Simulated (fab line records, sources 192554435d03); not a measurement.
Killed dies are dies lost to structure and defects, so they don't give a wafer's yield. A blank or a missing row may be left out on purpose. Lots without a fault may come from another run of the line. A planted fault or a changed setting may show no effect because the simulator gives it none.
Chamber matching | flow n5_finfet | N5_FIN_SAQP_HM_DEP_03 on pecvd-02: 3 sister chambers
The step deposits SiNx from SiH4/NH3/N2, target thk 38 nm, time 33.6 s. 20 wafers are shown with their chamber, then 10 later ones without.

WAFERS WITH THEIR CHAMBER
wafer  | chamber | throttle_valve_pct (%) | heater_power_w (W) | showerhead_plenum_p_Torr (Torr)
L076.1 | 2       | 37.9                   | 926                | 5.19
L076.3 | 1       | 38.9                   | 649                | 5.14
L076.6 | 0       | 39.9                   | 737                | 5.13
L078.1 | 0       | 39.9                   | 837                | 5.13
L078.3 | 1       | 39.1                   | 727                | 5.14
L078.5 | 0       | 39.9                   | 827                | 5.14
L080.2 | 2       | 37.8                   | 925                | 5.19
L080.5 | 1       | 39.1                   | 707                | 5.14
L080.6 | 2       | 37.7                   | 955                | 5.18
L081.1 | 0       | 39.8                   | 795                | 5.15
L081.3 | 1       | 38.9                   | 648                | 5.15
L081.6 | 0       | 39.9                   | 805                | 5.13
L083.1 | 1       | 39.0                   | 725                | 5.14
L083.4 | 1       | 38.9                   | 737                | 5.12
L083.5 | 2       | 37.9                   | 960                | 5.20
L087.1 | 1       | 39.0                   | 732                | 5.13
L087.5 | 2       | 37.9                   | 935                | 5.18
L087.6 | 1       | 38.8                   | 725                | 5.14
L090.4 | 1       | 38.9                   | 750                | 5.13
L090.5 | 2       | 38.1                   | 946                | 5.18

SIGNATURES (means of the wafers above)
reading                  | chamber 0 | chamber 1 | chamber 2 | scatter within a chamber
throttle_valve_pct       | 39.880    | 38.956    | 37.883    | 0.102
heater_power_w           | 800.20    | 711.11    | 941.17    | 32.8
showerhead_plenum_p_Torr | 5.1360    | 5.1367    | 5.1867    | 0.00859
Rule: a wafer's distance from a chamber is the root of the sum, over the readings, of the square of ((its reading less the chamber's mean) divided by the reading's scatter). The wafer belongs to the nearest chamber; if the next one is less than 2 further off, it can't be placed. The scatter: the root of (the sum of the squares of (reading less its chamber's mean) over the shown wafers, divided by (wafers less chambers)).

WAFERS WITHOUT THEIR CHAMBER
wafer  | throttle_valve_pct (%) | heater_power_w (W) | showerhead_plenum_p_Torr (Torr)
L090.6 | 39.8                   | 752                | 5.14
L091.1 | 37.9                   | 817                | 5.18
L091.2 | 39.1                   | 730                | 5.14
L091.4 | 40.0                   | 769                | 5.13
L093.2 | 39.0                   | 683                | 5.14
L093.3 | 39.8                   | 800                | 5.13
L093.5 | 39.8                   | 813                | 5.13
L097.1 | 39.8                   | 727                | 5.13
L097.3 | 38.2                   | 927                | 5.18
L097.5 | 38.8                   | 711                | 5.15

WHICH CHAMBER EACH WENT THROUGH
wafer  | from the rows above | in truth
L090.6 | 0                   | 0
L091.1 | 2                   | 2
L091.2 | 1                   | 1
L091.4 | 0                   | 0
L093.2 | 1                   | 1
L093.3 | 0                   | 0
L093.5 | 0                   | 0
L097.1 | 0                   | 0
L097.3 | 2                   | 2
L097.5 | 1                   | 1
Placed correctly: 10 of 10. Can't be placed from these rows: 0. Placed wrongly: 0.
